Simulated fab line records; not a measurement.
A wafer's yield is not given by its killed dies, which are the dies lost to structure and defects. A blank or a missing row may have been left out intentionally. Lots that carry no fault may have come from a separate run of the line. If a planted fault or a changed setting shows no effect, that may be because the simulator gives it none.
Which tool was responsible? | flow n5 finfet | 10 lots, 30 wafers sampled, at 5 steps of a route of 1938

== WHAT THE GAUGES SHOWED, per wafer ==
N5_FIN_SAQP_OVL_MEAS_17. Usual: FIN_CORE_OVL typically reads 0.2 nm, with standard deviation 0.87.
lot  | measured    | on         | FIN_CORE_OVL (nm) | flag
L528 | day 2 10:55 | overlay-01 | -0.2 -0.9 -0.4    |
L529 | day 2 16:07 | overlay-01 | 1.5 0.6 -0.1      |
L530 | day 2 21:50 | overlay-02 | -0.3 0.0 -0.1     |
L533 | day 3 15:37 | overlay-02 | 0.7 0.7 0.0       |
L534 | day 4 00:02 | overlay-02 | -1.1 0.7 1.3      |
L539 | day 5 05:49 | overlay-02 | -0.4 0.8 -0.6     |
L540 | day 5 09:34 | overlay-01 | -0.2 -0.7 0.6     |
L547 | day 7 03:40 | overlay-01 | 0.8 0.1 0.2       |
L548 | day 7 09:52 | overlay-02 | 0.6 0.2 1.5       |
L549 | day 7 16:21 | overlay-01 | 0.8 0.7 -0.3      |

N5_BEOL_M4_RC_MEAS_101. Usual: DIBL_N 35.8 mV/V, standard deviation 1.6; DIBL_P 36.0 mV/V, standard deviation 2.1; IOFF_N 0.153 nA/um, standard deviation 0.026; IOFF_P 0.21 nA/um, standard deviation 0.037; ION_N 673 uA/um, standard deviation 11; ION_P 462 uA/um, standard deviation 7.6; SS_N 71.4 mV/dec, standard deviation 0.53; SS_P 73.2 mV/dec, standard deviation 0.67; VT_N 250 mV, standard deviation 3.2; VT_P -250 mV, standard deviation 3.7.
lot  | measured     | on        | DIBL_N (mV/V)  | DIBL_P (mV/V)  | IOFF_N (nA/um)    | IOFF_P (nA/um) | ION_N (uA/um) | ION_P (uA/um) | SS_N (mV/dec)  | SS_P (mV/dec)  | VT_N (mV)   | VT_P (mV)      | flag
L528 | day 8 23:57  | prober-01 | 36.7 37.7 35.7 | 38.9 40.2 37.7 | 0.176 0.201 0.146 | 0.28 0.32 0.26 | 693 682 673   | 472 477 470   | 71.4 72.1 71.0 | 74.1 74.1 73.2 | 250 246 252 | -243 -240 -244 |
L529 | day 9 00:14  | prober-02 | 38.4 39.5 36.4 | 37.5 39.5 35.9 | 0.175 0.193 0.144 | 0.22 0.27 0.20 | 679 685 678   | 461 473 464   | 72.8 72.2 70.8 | 73.6 74.4 73.0 | 251 250 251 | -251 -249 -253 |
L530 | day 9 06:08  | prober-01 | 37.5 37.4 36.8 | 36.1 36.3 35.5 | 0.193 0.183 0.180 | 0.24 0.25 0.24 | 691 685 697   | 468 471 476   | 71.4 70.9 70.6 | 73.7 73.9 72.9 | 245 246 245 | -246 -243 -243 |
L533 | day 9 15:46  | prober-01 | 33.7 33.4 31.5 | 33.4 32.9 30.3 | 0.121 0.111 0.091 | 0.17 0.15 0.13 | 658 653 647   | 458 450 445   | 70.6 70.4 70.2 | 72.8 72.2 72.0 | 253 254 256 | -255 -253 -257 |
L534 | day 9 19:12  | prober-02 | 33.3 36.3 35.0 | 32.7 35.2 33.4 | 0.107 0.143 0.119 | 0.16 0.18 0.17 | 663 666 652   | 457 453 448   | 71.0 71.6 71.0 | 72.5 73.1 73.6 | 257 254 255 | -256 -251 -253 |
L539 | day 11 11:49 | prober-01 | 34.2 34.2 35.0 | 35.2 34.9 35.9 | 0.139 0.136 0.168 | 0.20 0.21 0.23 | 672 676 678   | 467 472 466   | 71.2 71.8 71.3 | 72.5 72.8 73.4 | 252 253 247 | -251 -248 -249 |
L540 | day 11 09:40 | prober-02 | 38.2 36.9 35.5 | 38.4 36.4 36.7 | 0.195 0.161 0.151 | 0.25 0.22 0.23 | 687 676 679   | 470 463 468   | 71.4 71.7 71.4 | 74.1 73.1 73.3 | 247 248 249 | -247 -247 -247 |
L547 | day 13 14:24 | prober-02 | 37.5 38.3 38.3 | 38.2 39.0 38.8 | 0.156 0.157 0.167 | 0.21 0.24 0.22 | 668 672 674   | 458 469 458   | 71.6 71.8 71.5 | 73.6 74.3 73.8 | 251 252 248 | -251 -250 -249 |
L548 | day 13 14:36 | prober-01 | 33.2 34.2 37.3 | 32.0 32.8 37.4 | 0.110 0.118 0.188 | 0.15 0.15 0.24 | 664 667 685   | 457 458 467   | 70.9 71.0 71.0 | 71.6 72.4 73.3 | 256 253 246 | -254 -256 -250 |
L549 | day 13 18:08 | prober-01 | 38.3 34.6 35.0 | 36.3 32.5 33.8 | 0.182 0.124 0.136 | 0.21 0.17 0.18 | 675 668 665   | 454 456 461   | 71.5 71.3 71.1 | 73.9 72.6 73.1 | 248 254 249 | -251 -253 -253 |

== TOOL THAT RAN EACH LOT (tool first, then ch and the chambers of the sampled wafers, then the start) ==
lot  | N5_PMOS_HMC_CHANNEL_EPI_ETCH_38 | N5_FIN_SAQP_PECVD_47           | N5_FIN_SAQP_COAT_10
L528 | rie si-01 ch 0,1,3, day 2 06:27 | pecvd-03 ch 1,2, day 2 10:22   | litho track-03 ch 0, day 2 10:38
L529 | rie si-01 ch 0,1,2, day 2 12:01 | pecvd-03 ch 0,1,2, day 2 15:25 | litho track-03 ch 0, day 2 15:42
L530 | rie si-01 ch 0,1,2, day 2 18:08 | pecvd-03 ch 0,2, day 2 21:10   | litho track-03 ch 0, day 2 21:33
L533 | rie si-04 ch 1,3, day 3 11:57   | pecvd-02 ch 1,2, day 3 14:55   | litho track-02 ch 0, day 3 15:13
L534 | rie si-04 ch 2,3, day 3 19:21   | pecvd-02 ch 1,2, day 3 23:15   | litho track-03 ch 0, day 3 23:38
L539 | rie si-06 ch 0,3, day 4 23:21   | pecvd-04 ch 0,1,2, day 5 05:15 | litho track-02 ch 0, day 5 05:32
L540 | rie si-04 ch 0,1,3, day 5 05:58 | pecvd-02 ch 0,1,2, day 5 08:59 | litho track-05 ch 0, day 5 09:17
L547 | rie si-06 ch 1,2,3, day 7 00:07 | pecvd-04 ch 0,2, day 7 03:06   | litho track-02 ch 0, day 7 03:23
L548 | rie si-04 ch 0,1, day 7 05:41   | pecvd-04 ch 0,1,2, day 7 09:11 | litho track-03 ch 0, day 7 09:28
L549 | rie si-01 ch 1,3, day 7 11:59   | pecvd-04 ch 0,2, day 7 15:40   | litho track-02 ch 0, day 7 15:56
- N5_PMOS_HMC_CHANNEL_EPI_ETCH_38: etches SiO2 in CF4, target depth 1.5 nm.
- N5_FIN_SAQP_PECVD_47: deposits a-Si from SiH4/He, target thk 45 nm, time 36.3 s.
- N5_FIN_SAQP_COAT_10: resist thk 90 nm.

== AS READ BY THE TOOLS THEMSELVES (means over the sampled wafers that have a number; for cases with no such wafer, the mark the record gives instead) ==
N5_PMOS_HMC_CHANNEL_EPI_ETCH_38. Usual: cf4 flow sccm 79.98 sccm, standard deviation 0.23; drypump motor current A 5.7 A, standard deviation 0.49; oes product au 0.994 a.u., standard deviation 0.014; rf fwd power W 784 W, standard deviation 4.3; throttle valve pct 21.77 %, standard deviation 0.19.
lot  | tool      | cf4 flow sccm (sccm) | drypump motor current A (A) | oes product au (a.u.) | rf fwd power W (W) | throttle valve pct (%) | flag
L528 | rie si-01 | 79.62                | 5.6                         | 0.986                 | 786                | 21.65                  |
L529 | rie si-01 | 79.95                | 5.7                         | 0.979                 | 785                | 21.60                  |
L530 | rie si-01 | 79.99                | 5.7                         | 0.984                 | 785                | 21.60                  |
L533 | rie si-04 | 79.88                | 5.0                         | 0.978                 | 787                | 21.76                  |
L534 | rie si-04 | 80.20                | 5.2                         | 0.989                 | 783                | 21.87                  |
L539 | rie si-06 | 79.85                | 5.8                         | 1.005                 | 780                | 21.85                  |
L540 | rie si-04 | 79.95                | 5.2                         | 0.991                 | 783                | 21.80                  |
L547 | rie si-06 | 80.01                | 5.9                         | 0.989                 | 785                | 21.91                  |
L548 | rie si-04 | 80.10                | 5.3                         | 0.995                 | 784                | 21.67                  |
L549 | rie si-01 | 79.90                | 5.6                         | 1.008                 | 787                | 21.75                  |

N5_FIN_SAQP_PECVD_47. Usual: heater power w 853 W, standard deviation 120; rf fwd power W 98.9 W, standard deviation 0.41; showerhead plenum p Torr 5.69 Torr, standard deviation 0.053; throttle valve pct 18.2 %, standard deviation 0.88.
lot  | tool     | heater power w (W) | rf fwd power W (W) | showerhead plenum p Torr (Torr) | throttle valve pct (%) | flag
L528 | pecvd-03 | 807                | 98.7               | 5.70                            | 18.7                   |
L529 | pecvd-03 | 839                | 99.0               | 5.74                            | 18.6                   |
L530 | pecvd-03 | 917                | 98.6               | 5.74                            | 18.3                   |
L533 | pecvd-02 | 708                | 98.9               | 5.67                            | 18.2                   |
L534 | pecvd-02 | 731                | 99.2               | 5.66                            | 18.2                   |
L539 | pecvd-04 | 866                | 99.0               | 5.68                            | 17.7                   |
L540 | pecvd-02 | 876                | 99.1               | 5.69                            | 18.4                   |
L547 | pecvd-04 | 757                | 98.8               | 5.63                            | 18.3                   |
L548 | pecvd-04 | 868                | 98.5               | 5.67                            | 17.8                   |
L549 | pecvd-04 | 886                | 99.1               | 5.64                            | 17.6                   |

N5_FIN_SAQP_COAT_10. Usual: spin speed rpm reads 1499.8 rpm (standard deviation 1.1).
lot  | tool           | spin speed rpm (rpm) | flag
L528 | litho track-03 | 1499.7               |
L529 | litho track-03 | 1499.4               |
L530 | litho track-03 | 1589.4               | OFF
L533 | litho track-02 | 1499.9               |
L534 | litho track-03 | 1588.2               | OFF
L539 | litho track-02 | 1500.3               |
L540 | litho track-05 | 1498.6               |
L547 | litho track-02 | 1499.2               |
L548 | litho track-03 | 1500.2               |
L549 | litho track-02 | 1499.6               |

== THE ANSWER, worked out from the rows above alone ==
Rule: lot off if the mean of its wafers having a number is beyond 3 standard deviations from the usual mean. A lot without any number at a reading at which 4 lots or more have one is off too. Any other lot the step has rows for is counted as sound. The gauges are gone through in route order, then the tools' own readings, and for those a lot's mean is taken as printed above. At the first step where some lot is off, the reading lying furthest off is the one used; lots without a number count as furthest.
Off, at N5_FIN_SAQP_COAT_10 on spin speed rpm: L530, L534.
A tool fits if, at that step or a process step before it, it ran every lot that is off, and no sound lot after the first of them. None of those tried fits.

== WHAT THE SIMULATOR HAD INSERTED ==
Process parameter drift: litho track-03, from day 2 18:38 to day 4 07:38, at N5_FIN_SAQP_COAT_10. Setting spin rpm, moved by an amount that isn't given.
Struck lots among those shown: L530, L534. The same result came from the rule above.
